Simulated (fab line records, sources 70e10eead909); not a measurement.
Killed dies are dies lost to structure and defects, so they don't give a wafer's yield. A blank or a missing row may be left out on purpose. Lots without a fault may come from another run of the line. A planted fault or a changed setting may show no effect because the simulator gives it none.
Which tool did it? | flow nand_harc | 6 lots, 18 wafers sampled, at 3 steps of a route of 1159

WHAT THE GAUGES READ, wafer by wafer
NHARC_A_ONON_D1_THK_MEAS_02: measures by ellipsometry.
lot  | measured     | on            | thk_nm (nm)
L957 | day 8 07:45  | film_metro-01 | 1004 1003 1004
L959 | day 8 16:36  | film_metro-02 | 986 984 985
L961 | day 9 06:48  | film_metro-02 | 996 997 995
L965 | day 10 05:20 | film_metro-01 | 663 1034 663
L972 | day 11 18:31 | film_metro-02 | 1003 1003 631
L977 | day 12 22:13 | film_metro-01 | 1006 1006 1009

WHICH TOOL RAN EACH LOT (tool, then ch and the chambers of the sampled wafers, then the start)
lot  | NHARC_P_BONDPAD_STRIP_15           | NHARC_A_ONON_D1_DEP_00
L957 | rie_diel-01 ch 2,3, day 7 05:52    | pecvd_onon-03 ch 0, day 8 07:14
L959 | rie_diel-11 ch 1,3, day 7 14:40    | pecvd_onon-03 ch 0, day 8 16:12
L961 | rie_diel-11 ch 0,2,3, day 8 05:04  | pecvd_onon-02 ch 0, day 9 06:20
L965 | rie_diel-02 ch 1,2, day 9 03:10    | pecvd_onon-02 ch 0, day 10 04:50
L972 | rie_diel-11 ch 1,2,3, day 10 20:17 | pecvd_onon-02 ch 0, day 11 18:11
L977 | rie_diel-11 ch 1,2,3, day 11 20:05 | pecvd_onon-03 ch 0, day 12 21:43
- NHARC_P_BONDPAD_STRIP_15: strips in O2.
- NHARC_A_ONON_D1_DEP_00: target thk 1000 nm.

THE ANSWER, worked out from the rows above alone
Rule: what is usual is taken from the lots themselves. Put in order of their means at a reading, lots are off if they are a third of the lots or fewer, leave a main group of 4 or more, and stand apart from it by a gap of 3 or more times the standard deviation of the main group's means; of several such gaps the widest counts. A main group whose means are all the same, to the digits that the tables above print for the reading, isn't used. A lot without any number at a reading at which 4 lots or more have one is off too. The other lots that the step has rows for count as sound.
Off: L965, L972, at NHARC_A_ONON_D1_THK_MEAS_02 (thk_nm). The main group: mean 998 nm, standard deviation 8.5.
A tool fits if, at a process step before that reading, it ran every lot that is off, and no sound lot after the first of them. The gauges at NHARC_A_ONON_D1_THK_MEAS_02 are tried like those tools. One fits: pecvd_onon-02 at NHARC_A_ONON_D1_DEP_00. Its last sound lot is L961 (day 9 06:20), its first lot that is off L965 (day 10 04:50): a fault that began between those two fits.

WHAT THE SIMULATOR HAD PUT IN
Process parameter drift: pecvd_onon-02, from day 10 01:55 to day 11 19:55, at NHARC_A_ONON_D1_DEP_00. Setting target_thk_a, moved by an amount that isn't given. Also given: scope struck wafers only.
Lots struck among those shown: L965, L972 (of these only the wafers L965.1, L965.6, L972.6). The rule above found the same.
